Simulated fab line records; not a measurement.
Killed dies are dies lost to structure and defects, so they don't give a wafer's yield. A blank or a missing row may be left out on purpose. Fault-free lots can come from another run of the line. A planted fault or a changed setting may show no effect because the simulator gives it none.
fab line records ; flow nandHarc
record lots=6; wafers=18; lastDay=25
route steps=1159 shown P_BONDPAD@351
lots untouched by any fault: they come from a run of this same line in which no faults occurred
startH: hours from the record's opening day to when the first of the lot's shown wafers began ; waitH: how many hours have passed since the lot's step before this one ; " the same as in the row above ; L1.1+2: one row covering several wafers at once ; - value missing, or start not given ; * or withheld: withheld ; < > ~ a bound
route shown NAME@n: names a module that has steps shown in the file, with the first one's number in the route ; usual: the fault-free wafers' mean and standard deviation ; same: alike in all rows ; chamber/n: place in a boat ; sites: per-site readings ; _std_site: standard deviation of those values ; _edge_site: the outer-site mean with the inner-site mean subtracted ; radiusMm: how far each site lies from the wafer's centre ; mask NAME#n: copy n ; behind: the last tool/chamber to shape the wafer ; hold: what put the lot on hold/how long, in hours/how the hold closed ; device: the n, p or np transistor that did not switch ; end of line: the tests these same wafers got at the end of their route ; a step with no rows: only its recipe ; killed: not the wafer's yield, but the dies lost to structure and defects at the first sort ; map: the dies of a wafer, with x for killed, . for not killed, _ for no die there
set.NAME: the setting the step ran with; set.NAME@STEP: the setting that earlier step ran with ; model.NAME: the simulator's own value behind a step, which no gauge read
lots seen at some steps along the route; tables by step, rows by wafer
services: the hour from which a tool's chamber was out of use, counted from the record's first day as startH (under 0 if before that day), plus the number of hours and why
## steps
# step NHARC_P_BONDPAD_DEP_00
# recipe targetThkA=2500; tempC=370; targetThkNm=250; pressureTorr=3; flowSccm=200; rfW=450; material=SiCN
# usual heaterPowerW=635/120
lot.wafer;tool;chamber;startH;waitH;heaterPowerW
L851.2;pecvd-01;1;161.60;-;449
L851.3;pecvd-01;2;161.60;-;558
L851.1;pecvd-01;0;161.60;-;776
L852.2;pecvd-01;0;164.69;-;869
L852.1;pecvd-01;1;164.69;-;520
L852.6;pecvd-01;0;164.69;-;700
L863.3;pecvd-01;0;-;-;864
L863.5;pecvd-01;0;-;-;701
L863.4;pecvd-01;1;-;-;482
L866.1;pecvd-03;2;-;-;552
L866.5;pecvd-03;2;-;-;446
L866.6;pecvd-03;0;-;-;696
L868.2;pecvd-02;1;256.46;-;594
L868.6;pecvd-02;1;256.46;-;623
L868.5;pecvd-02;0;256.46;-;803
L869.1;pecvd-02;2;279.70;-;551
L869.2;pecvd-02;0;279.70;-;807
L869.5;pecvd-02;0;279.70;-;789
# step NHARC_P_BONDPAD_CMP_32
# recipe targetThkNm=200; material=SiCN
# usual motorCurrentA=11.8/1.4
lot.wafer;tool;chamber;startH;waitH;motorCurrentA
L851.2;cmp-03;1;162.00;-;11.4
L851.3;cmp-03;2;162.00;-;11.3
L851.1;cmp-03;3;162.00;-;10.3
L852.2;cmp-01;0;165.09;-;13.5
L852.1;cmp-01;3;165.09;-;11.4
L852.6;cmp-01;1;165.09;-;10.6
L863.3;cmp-03;2;237.48;-;10.6
L863.4;cmp-03;3;237.48;-;10.8
L863.5;cmp-03;2;237.48;-;11.4
L866.1;cmp-01;2;252.29;-;14.8
L866.5;cmp-01;0;252.29;-;14.2
L866.6;cmp-01;1;252.29;-;10.2
L868.2;cmp-04;1;256.89;-;11.3
L868.5;cmp-04;0;256.89;-;12.9
L868.6;cmp-04;1;256.89;-;10.6
L869.2;cmp-03;0;280.13;-;12.6
L869.1;cmp-03;1;280.13;-;11.3
L869.5;cmp-03;0;280.13;-;12.6
# step NHARC_P_BONDPAD_THK_MEAS_33
# recipe thkMeasGauge=ellipsometry
# usual thkNm=200.4/1.8
lot.wafer;tool;chamber;startH;waitH;thkNm
L851.1;filmMetro-01;-;162.25;0.2;197.5
L851.2;filmMetro-01;-;162.25;0.2;198.7
L851.3;filmMetro-01;-;162.25;0.2;198.1
L852.1;filmMetro-02;-;165.34;0.1;202.2
L852.2;filmMetro-02;-;165.34;0.1;201.0
L852.6;filmMetro-02;-;165.34;0.1;198.1
L863.3;filmMetro-01;-;237.70;0.2;199.1
L863.4;filmMetro-01;-;237.70;0.2;200.6
L863.5;filmMetro-01;-;237.70;0.2;201.5
L866.1;filmMetro-02;-;252.50;0.2;201.4
L866.5;filmMetro-02;-;252.50;0.2;200.5
L866.6;filmMetro-02;-;252.50;0.2;200.2
L868.2;filmMetro-02;-;257.11;0.2;200.3
L868.5;filmMetro-02;-;257.11;0.2;198.2
L868.6;filmMetro-02;-;257.11;0.2;198.4
L869.1;filmMetro-02;-;280.35;0.2;201.9
L869.2;filmMetro-02;-;280.35;0.2;198.6
L869.5;filmMetro-02;-;280.35;0.2;198.5
# step NHARC_P_BONDPAD_SRD_34
# step NHARC_P_BONDPAD_DEHYDRATE_01
# recipe tempC=150; timeS=120
# step NHARC_P_BONDPAD_HMDS_02
# recipe timeS=30
# step NHARC_P_BONDPAD_COAT_36
# recipe tempC=200; timeS=65
# step NHARC_P_BONDPAD_COAT_03
# recipe spinRpm=2000; resistThkNm=600
# step NHARC_P_BONDPAD_SOFTBAKE_04
# recipe tempC=125; timeS=70
# step NHARC_P_BONDPAD_EBR_05
# step NHARC_P_BONDPAD_EXPOSE_06
# recipe na=0.55; doseMj=37.06; maskId=P_BPAD
# step NHARC_P_BONDPAD_PEB_07
# recipe pebTempC=128; pebTimeS=80
# step NHARC_P_BONDPAD_DEVELOP_08
# recipe timeS=50; devTempC=22
# usual chillPlateTempC=23.00/0.11; developerTempC=22.01/0.1
lot.wafer;tool;chamber;startH;waitH;chillPlateTempC;developerTempC
L851.1;lithoTrack-05;-;162;-;-;-
L851.2;lithoTrack-05;-;162;-;-;-
L851.3;lithoTrack-05;-;162;-;-;-
L852.1;lithoTrack-03;-;165;-;-;-
L852.2;lithoTrack-03;-;165;-;-;-
L852.6;lithoTrack-03;-;165;-;-;-
L863.3;lithoTrack-02;0;238;-;22.78;22.17
L863.4;lithoTrack-02;0;238;-;22.90;22.10
L863.5;lithoTrack-02;0;238;-;22.95;22.05
L866.1;lithoTrack-02;0;252;-;23.00;22.07
L866.5;lithoTrack-02;0;252;-;23.23;22.12
L866.6;lithoTrack-02;0;252;-;23.02;21.83
L868.2;lithoTrack-03;0;257;-;23.14;21.94
L868.5;lithoTrack-03;0;257;-;22.91;21.97
L868.6;lithoTrack-03;0;257;-;22.89;21.93
L869.1;lithoTrack-02;0;280;-;23.08;22.00
L869.2;lithoTrack-02;0;280;-;23.02;22.01
L869.5;lithoTrack-02;0;280;-;23.09;22.06
## services
tool;chamber;startH;hours;kind
pecvd-02;-;153.19;13.0;pm
cmp-03;-;156.00;4.0;pm
cmp-03;-;160.00;-;consumableReplace:conditioner
cmp-03;-;160.00;-;consumableReplace:pad
lithoTrack-02;-;165.00;7.0;pm
cmp-01;-;179.66;4.0;pm
pecvd-03;0;186.05;7.7;repair
cmp-04;-;203.21;4.0;pm
cmp-03;-;203.62;3.3;repair
lithoTrack-03;-;213.00;7.0;pm
cmp-03;-;213.42;2.3;repair
cmp-04;-;217.58;1.5;repair
cmp-01;-;236.92;0.8;repair
lithoTrack-05;-;237.00;7.0;pm
pecvd-01;-;237.31;13.0;pm
pecvd-01;0;237.31;13.0;ventCycle
pecvd-01;1;237.31;13.0;ventCycle
pecvd-01;2;237.31;13.0;ventCycle
cmp-03;-;254.00;4.0;pm
pecvd-01;-;259.83;1.0;repair
cmp-01;-;265.23;0.8;repair
cmp-03;-;269.83;1.2;repair
cmp-04;-;273.55;0.3;repair
cmp-01;-;277.66;4.0;pm
## key
firstSign step=NHARC_P_BONDPAD_DEVELOP_08; reading=toolRecord; direction=missing
effect none on later readings
metAt NHARC_P_BONDPAD_DEVELOP_08
struckWafers L851.1,L851.2,L851.3,L852.1,L852.2,L852.6
laterRowsLeftOut L851.1,L851.2,L851.3,L852.1,L852.2,L852.6
sortLeftOut L851.1,L851.2,L851.3,L852.1,L852.2,L852.6
fault kind=skippedStepWhole; tool=lithoTrack-03,lithoTrack-05; chamber=-; onsetH=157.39; steps=NHARC_P_BONDPAD_DEVELOP_08; scope=struckLotsOnly
# sortLeftOut: the simulated sort isn't trusted on such a fault, so these wafers' sort isn't shown, and their yield isn't known
# laterRowsLeftOut: the simulator's readings of these wafers behind a module that went badly wrong aren't trusted and aren't shown, but for the sort
